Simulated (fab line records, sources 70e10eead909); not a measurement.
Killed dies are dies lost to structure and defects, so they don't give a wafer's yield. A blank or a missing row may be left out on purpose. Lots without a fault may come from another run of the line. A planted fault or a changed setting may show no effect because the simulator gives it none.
fab line records | flow nand_harc
record lots=5 wafers=15 last_day=34
route steps=1302 shown P_M0@264
lots that met no fault: from a run of the same line without faults
start_h: hours from the record's first day to the start of the lot's first wafer shown | wait_h: hours since the lot's step before | " the same as in the row above | L1.1+2: a row that stands for several wafers | - no value, or no start given | * or withheld: withheld | < > ~ a bound
route shown NAME@n: a module of which the file shows steps, and the number in the route of the first | usual: mean/standard deviation of fault-free wafers | same: alike in all rows | chamber/n: place in a boat | sites: the reading at each site | _std_site: their standard deviation | _edge_site: outer sites' mean less inner sites' | radius_mm: how far each site lies from the wafer's centre | mask NAME#n: copy n | behind: the tool/chamber that last shaped the wafer | hold: why the lot was held/for how many hours/how that ended | device: the transistor (n, p or np) that didn't switch | end of line: the same wafers' tests at the end of the route | a step without rows: its recipe alone | killed: dies lost to structure and defects at the first sort, not the wafer's yield | map: a wafer's dies, x killed, . not, _ none there
set.NAME: the setting as run; set.NAME@STEP: as run at that earlier step | model.NAME: the simulator's own value behind a step, which no gauge read
lots at some steps of the route; a table a step, a row a wafer
services: from which hour (start_h, from the record's first day; less than 0 if before it) a tool's chamber was out of use, for how many hours, and why
## steps
# step NHARC_P_M0_OVL_MEAS_10
# recipe pitch_nm=180
# usual overlay_x_nm=-0.1/0.82 overlay_y_nm=-0.2/0.78
# columns lot.wafer tool chamber start_h wait_h overlay_x_nm overlay_y_nm
L620.2 overlay-01 - 173.77 - 1.5 -0.1
L620.3 " - " " 2.0 -1.0
L620.4 " - " " 1.3 -0.4
L634.2 overlay-02 - 310.25 - -0.1 0.9
L634.4 " - " " -0.6 0.6
L634.5 " - " " -0.4 0.7
L635.2 overlay-01 - 337.16 - 0.0 0.2
L635.5 " - " " 0.7 0.0
L635.6 " - " " 0.1 0.0
L637.1 overlay-01 - 343.76 - -0.2 1.2
L637.2 " - " " -0.5 0.6
L637.6 " - " " 0.1 0.3
L638.2 overlay-01 - 362.44 - -2.4 0.5
L638.3 " - " " -2.3 0.8
L638.4 " - " " -2.4 0.6
# step NHARC_P_M0_INSPECT_11
# usual raw_defect_count=4.4/2.7
# columns lot.wafer tool chamber start_h wait_h raw_defect_count
L620.2 defect_inspect-02 - 173.81 0.0 4
L620.3 " - " " 2
L620.4 " - " " 3
L634.2 defect_inspect-02 - 310.29 0.0 5
L634.4 " - " " 6
L634.5 " - " " 4
L635.2 defect_inspect-01 - 337.19 0.0 1
L635.5 " - " " 4
L635.6 " - " " 4
L637.1 defect_inspect-01 - 343.80 0.0 2
L637.2 " - " " 2
L637.6 " - " " 4
L638.2 defect_inspect-02 - 362.47 0.0 3
L638.3 " - " " 3
L638.4 " - " " 4
# step NHARC_P_M0_DESCUM_14
# recipe time_s=3 o2_flow_sccm=200 ar_flow_sccm=0 bias_power_w=0 chemistry=O2
# step NHARC_P_M0_ETCH_34
# recipe target_depth_a=400 overetch_a=120 time_s=43.94 ion_energy_ev=200 n2_flow_sccm=150 h2_flow_sccm=150 ar_flow_sccm=0 rf_w=400 bias_w=150 chemistry=N2/H2
# step NHARC_P_M0_ETCH_15
# recipe target_depth_a=1500 overetch_a=150 time_s=82.5 c4f8_flow_sccm=withheld ar_flow_sccm=400 rf_w=600 bias_w=300 chemistry=C4F8/Ar
# step NHARC_P_M0_CD_MEAS_16
# usual cd_nm=89.8/0.88
# columns lot.wafer tool chamber start_h wait_h cd_nm
L620.2 cd_sem-03 - 174.17 - 88.9
L620.3 " - " " 89.4
L620.4 " - " " 89.9
L634.2 cd_sem-02 - 310.65 - 90.6
L634.4 " - " " 90.0
L634.5 " - " " 89.6
L635.2 cd_sem-03 - 337.55 - 90.4
L635.5 " - " " 89.9
L635.6 " - " " 90.5
L637.1 cd_sem-03 - 344.33 - 88.5
L637.2 " - " " 89.4
L637.6 " - " " 89.2
L638.2 cd_sem-01 - 362.88 - 90.9
L638.3 " - " " 91.4
L638.4 " - " " 89.6
# step NHARC_P_M0_STRIP_18
# recipe power_w=1000 n2_flow_sccm=150 h2_flow_sccm=150 ar_flow_sccm=0 bias_w=0 chemistry=N2/H2
# usual drypump_motor_current_A=5.83/0.23 n2_flow_sccm=150.0/0.45 oes_product_au=1.000/0.0082 rf_vpp_V=90.9/1.1 showerhead_plenum_p_Torr=2.07/0.11 throttle_valve_pct=14.172/0.0088
# same bias_w=0
# columns lot.wafer tool chamber start_h wait_h drypump_motor_current_A n2_flow_sccm oes_product_au rf_hours_counter_h rf_vpp_V showerhead_plenum_p_Torr throttle_valve_pct
L620.4 rie_diel-02 1 174.29 0.1 5.94 150.3 0.999 38 90.9 2.01 14.188
L620.3 " 2 " " 5.09 150.2 1.003 42 90.7 1.92 14.181
L620.2 " 3 " " 5.95 149.7 1.010 44 89.8 1.89 14.176
L634.4 rie_diel-02 2 310.75 0.1 5.11 149.3 0.992 27 91.3 1.90 14.188
L634.2 " 3 " " 5.95 150.2 0.997 25 91.1 2.21 14.187
L634.5 " 1 " " 5.92 149.8 1.006 - 92.8 1.99 14.159
L635.2 rie_diel-04 1 337.70 0.1 5.50 150.7 0.994 23 93.2 2.16 14.187
L635.5 " 2 " " 5.64 149.8 1.008 - 92.1 2.18 14.168
L635.6 " 3 " " 5.93 150.3 0.994 - 89.0 2.01 14.158
L637.2 rie_diel-04 0 344.41 0.1 5.83 149.9 1.007 27 90.7 2.16 14.174
L637.1 " 1 " " 5.50 150.1 0.999 24 91.4 2.16 14.172
L637.6 " 1 " " 5.51 149.4 1.002 - 90.7 2.17 14.169
L638.3 rie_diel-05 1 363.09 0.2 6.05 150.4 0.992 31 90.8 1.93 14.173
L638.2 " 2 " " 6.10 150.5 1.005 32 91.8 2.18 14.158
L638.4 " 3 " " 5.83 150.0 0.988 36 90.9 2.10 14.151
# step NHARC_P_M0_STRIP_19
# recipe time_s=600 temp_c=30 chemistry=post_etch_residue_remover
# step NHARC_P_M0_DEGAS_28
# recipe temp_c=250 time_s=60
# usual heater_power_w=330/28
# columns lot.wafer tool chamber start_h wait_h heater_power_w
L620.4 pvd_sputter-01 - 174.81 - 292
L620.2 " - " " 285
L620.3 " - " " 396
L634.2 pvd_sputter-03 - 311.28 - 347
L634.4 " - " " 351
L634.5 " - " " 336
L635.2 pvd_sputter-01 - 338.19 - 376
L635.6 " - " " 291
L635.5 " - " " 300
L637.1 pvd_sputter-02 - 344.95 - 308
L637.2 " - " " 343
L637.6 " - " " 327
L638.2 pvd_sputter-01 - 363.61 - 296
L638.3 " - " " 379
L638.4 " - " " 295
# step NHARC_P_M0_PRE_CLEAN_29
# recipe time_s=30 temp_c=280 gas=H2/He
# usual heater_power_w=403/34
# columns lot.wafer tool chamber start_h wait_h heater_power_w
L620.4 pvd_sputter-01 - - - 341
L620.3 " - " " 481
L620.2 " - " " 366
L634.4 pvd_sputter-03 - - - 426
L634.2 " - " " 414
L634.5 " - " " 417
L635.2 pvd_sputter-01 - - - 350
L635.6 " - " " 349
L635.5 " - " " 360
L637.1 pvd_sputter-02 - - - 430
L637.2 " - " " 380
L637.6 " - " " 410
L638.2 pvd_sputter-01 - - - 456
L638.4 " - " " 344
L638.3 " - " " 358
# step NHARC_P_M0_PVD_20
# recipe target_thk_a=50 bias_v=168.6 power_w=15000 chamber_pressure_pa=0.12 time_s=8.06 substrate_temp_c=50 material=TaN
# usual throttle_valve_pct=30.4/1.2
# columns lot.wafer tool chamber start_h wait_h throttle_valve_pct
L620.3 pvd_sputter-01 - - - 30.8
L620.4 " - " " 28.5
L620.2 " - " " 29.2
L634.4 pvd_sputter-03 - - - 28.4
L634.2 " - " " 29.9
L634.5 " - " " 28.3
L635.2 pvd_sputter-01 - - - 30.3
L635.6 " - " " 28.9
L635.5 " - " " 30.1
L637.2 pvd_sputter-02 - - - 31.7
L637.1 " - " " 30.8
L637.6 " - " " 31.9
L638.4 pvd_sputter-01 - - - 29.4
L638.3 " - " " 30.2
L638.2 " - " " 28.2
# step NHARC_P_M0_PVD_21
# recipe target_thk_a=300 chamber_pressure_pa=5 power_w=5000 substrate_temp_c=30 time_s=20.49 material=Cu
# step NHARC_P_M0_ECD_22
# recipe target_thk_a=4000 bath_temp_c=25 material=Cu
# columns lot.wafer tool chamber start_h wait_h
L620.2+3+4 ecd_cu-01 0,0,1 175.16 -
L634.2+4+5 ecd_cu-02 0,0,1 311.64 -
L635.2+6+5 ecd_cu-02 1,1,0 338.53 -
L637.2+1+6 ecd_cu-02 0,1,1 345.31 -
L638.2+3+4 ecd_cu-01 0,1,0 364.02 -
# step NHARC_P_M0_ANNEAL_30
# recipe temp_c=225 time_s=90
# usual wafer_temp_C_max=225.79/0.23
# columns lot.wafer tool chamber start_h wait_h wafer_temp_C_max
L620.2 rtp_anneal-01 0 175.59 - 225.72
L620.3 " 0 " " 225.58
L620.4 " 0 " " 225.82
L634.2 rtp_anneal-02 0 312.07 0.4 226.04
L634.4 " 0 " " 225.66
L634.5 " 0 " " 226.06
L635.2 rtp_anneal-02 0 338.96 0.4 225.86
L635.5 " 0 " " 225.79
L635.6 " 0 " " 225.95
L637.1 rtp_anneal-01 0 345.69 - 226.04
L637.2 " 0 " " 225.55
L637.6 " 0 " " 225.90
L638.2 rtp_anneal-01 0 364.43 0.4 226.03
L638.3 " 0 " " 225.80
L638.4 " 0 " " 225.87
# step NHARC_P_M0_CMP_23
# recipe t_overpolish_s=20 target_thk_nm=117.54
# usual motor_current_A=11.9/1.6 time_to_endpoint_s=28.9/2.6
# columns lot.wafer tool chamber start_h wait_h motor_current_A time_to_endpoint_s
L620.3 cmp-04 0 175.88 - 12.7 6.1
L620.2 " 1 " " 9.9 24.0
L620.4 " 3 " " 15.2 25.7
L634.2 cmp-02 0 312.36 - 11.6 26.0
L634.4 " 3 " " 13.0 26.2
L634.5 " 1 " " 10.1 26.1
L635.2 cmp-04 3 339.25 - 14.5 28.0
L635.6 " 3 " " 15.8 24.9
L635.5 " 0 " " 12.8 30.2
L637.2 cmp-03 1 346.06 - 11.8 29.5
L637.1 " 3 " " 13.8 23.9
L637.6 " 1 " " 11.1 29.3
L638.2 cmp-03 0 364.72 - 10.2 31.8
L638.4 " 1 " " 11.5 28.1
L638.3 " 3 " " 14.4 29.2
## services
# columns tool chamber start_h hours kind
pvd_sputter-01 - 158.23 3.5 repair
ecd_cu-01 - 160.00 8.0 pm
cmp-03 - 162.00 4.0 pm
pvd_sputter-03 - 170.04 10.0 pm
rie_diel-04 - 178.41 9.0 pm
pvd_sputter-02 - 183.34 5.3 repair
cmp-03 - 205.01 1.2 repair
cmp-03 - 207.83 3.0 repair
cmp-04 - 212.94 4.0 pm
rie_diel-02 - 223.29 9.0 pm
cmp-03 - 224.67 1.2 repair
pvd_sputter-01 - 226.00 10.0 pm
cmp-04 - 230.67 4.0 repair
cmp-04 - 236.15 1.7 repair
ecd_cu-02 - 244.21 8.0 pm
cmp-04 - 248.57 2.8 repair
ecd_cu-02 - 258.79 1.7 repair
cmp-03 - 260.00 4.0 pm
pvd_sputter-01 - 277.62 1.1 repair
ecd_cu-02 - 292.50 0.5 repair
ecd_cu-02 - 295.37 0.6 repair
pvd_sputter-02 - 303.17 10.0 pm
cmp-04 - 310.94 4.0 pm
pvd_sputter-03 - 348.04 10.0 pm
## key
first_sign step=NHARC_P_M0_CMP_23 reading=time_to_endpoint_s direction=down sigmas=8.9 usual=* struck=*
effect none on later readings
met_at NHARC_P_M0_ECD_22
struck_wafers L620.3
later_rows_left_out L620.3
sort_left_out L620.3
fault kind=process_parameter_drift tool=ecd_cu-01 chamber=- onset_h=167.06 steps=NHARC_P_M0_ECD_22 channel=target_thk_a offset=* shape=step end_h=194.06 scope=struck_wafers_only acts_in=* stated=*
# sort_left_out: the simulated sort isn't trusted on such a fault, so these wafers' sort isn't shown, and their yield isn't known
# later_rows_left_out: the simulator's readings of these wafers behind a module that went badly wrong aren't trusted and aren't shown, but for the sort
